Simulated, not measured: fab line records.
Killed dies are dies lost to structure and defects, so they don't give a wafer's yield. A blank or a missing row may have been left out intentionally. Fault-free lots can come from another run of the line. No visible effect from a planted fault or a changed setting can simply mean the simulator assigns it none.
Matching of chambers ; flow n5 finfet ; 4 sister chambers for N5_BEOL_M5_DESCUM_33 on rie diel-06
The step chemistry O2, time 7 s. 18 wafers are shown with their chamber, then 9 later ones without.

== WAFERS, EACH WITH ITS CHAMBER ==
wafer;chamber;showerhead plenum p Torr (Torr);drypump motor current A (A);throttle valve pct (%)
L074.1;0;2.14;6.5;20.19
L074.2;1;2.02;5.8;20.17
L074.6;3;2.18;5.5;20.67
L075.2;1;2.01;5.8;20.18
L075.3;0;2.14;6.4;20.19
L075.5;2;1.99;6.7;20.67
L077.2;0;2.14;6.5;20.19
L077.3;1;2.01;5.8;20.17
L077.5;3;2.18;5.6;20.69
L081.4;0;2.14;6.5;20.22
L081.5;2;1.99;6.7;20.67
L081.6;3;2.17;5.6;20.70
L083.1;2;1.99;6.7;20.68
L083.4;3;2.17;5.6;20.71
L083.5;2;1.99;6.7;20.70
L086.2;3;2.17;5.6;20.71
L086.3;1;2.01;5.8;20.21
L086.4;0;2.13;6.4;20.23

SIGNATURES, as means of the wafers listed above
reading;chamber 0;chamber 1;chamber 2;chamber 3;scatter within a chamber
showerhead plenum p Torr;2.1380;2.0125;1.9900;2.1740;0.00443
drypump motor current A;6.460;5.800;6.700;5.580;0.0378
throttle valve pct;20.2040;20.1825;20.6800;20.6960;0.0176
Rule: for each reading, subtract the chamber's mean from the wafer's reading, divide by that reading's scatter and square the result; add these up over the readings and take the root, which gives the wafer's distance from the chamber. If the next closest chamber is less than 2 further off than the closest, the wafer can't be placed; otherwise it belongs to the closest. How the scatter is found: for the shown wafers, subtract from each reading the mean of its chamber, square and add these, divide the total by (wafers less chambers), then take the root.

== WAFERS WHOSE CHAMBER IS MISSING ==
wafer;showerhead plenum p Torr (Torr);drypump motor current A (A);throttle valve pct (%)
L092.1;2.17;5.6;20.73
L092.2;2.13;6.4;20.25
L092.3;2.25;6.7;20.41
L095.3;2.24;6.7;20.43
L095.4;2.00;5.8;20.23
L095.5;2.00;5.8;20.23
L096.2;2.13;6.5;20.27
L096.3;2.16;5.6;20.75
L096.5;2.00;5.8;20.24

== CHAMBER TAKEN BY EACH ==
wafer;from the rows above;in truth
L092.1;3;3
L092.2;0;0
L092.3;0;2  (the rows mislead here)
L095.3;0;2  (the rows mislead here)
L095.4;1;1
L095.5;1;1
L096.2;0;0
L096.3;3;3
L096.5;1;1
Correct placement for 7 of the 9. Number that these rows cannot place: 0. Number placed wrongly: 2.
